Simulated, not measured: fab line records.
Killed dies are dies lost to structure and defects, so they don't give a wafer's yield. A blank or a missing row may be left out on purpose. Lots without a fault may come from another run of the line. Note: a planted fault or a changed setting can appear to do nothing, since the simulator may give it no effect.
Matching of chambers | flow nandHarc | NHARC_A_BLC_ALD_23 on aldMetal-02: 4 sister chambers
The step deposits TiN, target thk 3 nm, pulse time 1 s, ald cycles 150. 22 wafers are shown with their chamber, then 11 later ones without.

## WAFERS WITH THEIR CHAMBER
wafer  | chamber | heaterPowerW (W) | precursorPulseHeightRel
L075.2 | 3       | 1101             | 1.018
L075.4 | 0       | 1025             | 1.008
L075.6 | 2       | 982              | 1.036
L077.1 | 2       | 977              | 0.997
L077.3 | 1       | 1207             | 1.002
L077.4 | 0       | 996              | 1.015
L082.1 | 3       | 1122             | 1.010
L082.2 | 1       | 1197             | 1.009
L082.3 | 2       | 964              | 0.976
L082.4 | 1       | 1202             | 0.964
L082.5 | 2       | 982              | 0.956
L082.6 | 3       | 1108             | 0.997
L085.1 | 1       | 1152             | 1.019
L085.2 | 3       | 1169             | 1.017
L085.6 | 2       | 996              | 0.987
L084.1 | 0       | 1024             | 0.996
L084.3 | 3       | 1164             | 1.005
L084.6 | 1       | 1162             | 1.006
L090.1 | 3       | 1187             | 0.973
L090.4 | 2       | 996              | 1.010
L090.6 | 1       | 1158             | 0.991
L089.2 | 0       | 1037             | 1.003

SIGNATURES (means of the wafers above)
reading                 | chamber 0 | chamber 1 | chamber 2 | chamber 3 | scatter within a chamber
heaterPowerW            | 1020.50   | 1179.67   | 982.83    | 1141.83   | 25
precursorPulseHeightRel | 1.00550   | 0.99850   | 0.99367   | 1.00333   | 0.0201
Rule: distance of a wafer from a chamber = root of the sum over the readings of ((wafer's reading minus chamber's mean) / reading's scatter) squared. If the next closest chamber is less than 2 further off than the closest, the wafer can't be placed; otherwise it belongs to the closest. The scatter: take each reading less its chamber's mean, square it, sum over the shown wafers, divide by the number of wafers less the number of chambers, and take the root.

## WAFERS WITH NO CHAMBER GIVEN
wafer  | heaterPowerW (W) | precursorPulseHeightRel
L089.4 | 1145             | 0.989
L089.6 | 1014             | 0.974
L092.1 | 1051             | 1.020
L092.3 | 1171             | 0.988
L092.5 | 1024             | 1.005
L095.1 | 1159             | 1.024
L095.2 | 1043             | 1.018
L095.6 | 1178             | 1.009
L097.3 | 1195             | 1.014
L097.4 | 984              | 0.966
L097.6 | 1048             | 0.956

## EACH ONE'S CHAMBER
wafer  | from the rows above          | in truth
L089.4 | can't be placed: 3 or 1      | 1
L089.6 | can't be placed: 2 or 0      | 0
L092.1 | can't be placed: 0 or 2      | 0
L092.3 | can't be placed: 1 or 3      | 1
L092.5 | can't be placed: 0 or 2      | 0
L095.1 | can't be placed: 3 or 1      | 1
L095.2 | can't be placed: 0 or 2      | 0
L095.6 | can't be placed: 1 or 3      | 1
L097.3 | can't be placed: 1 or 3      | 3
L097.4 | can't be placed: 2 or 0      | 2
L097.6 | can't be placed: 0 or 2 or 3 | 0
Correct placement for 0 of the 11. Unplaceable from these rows: 11, with the true chamber sitting among the candidates in 11. Placed wrongly: 0.
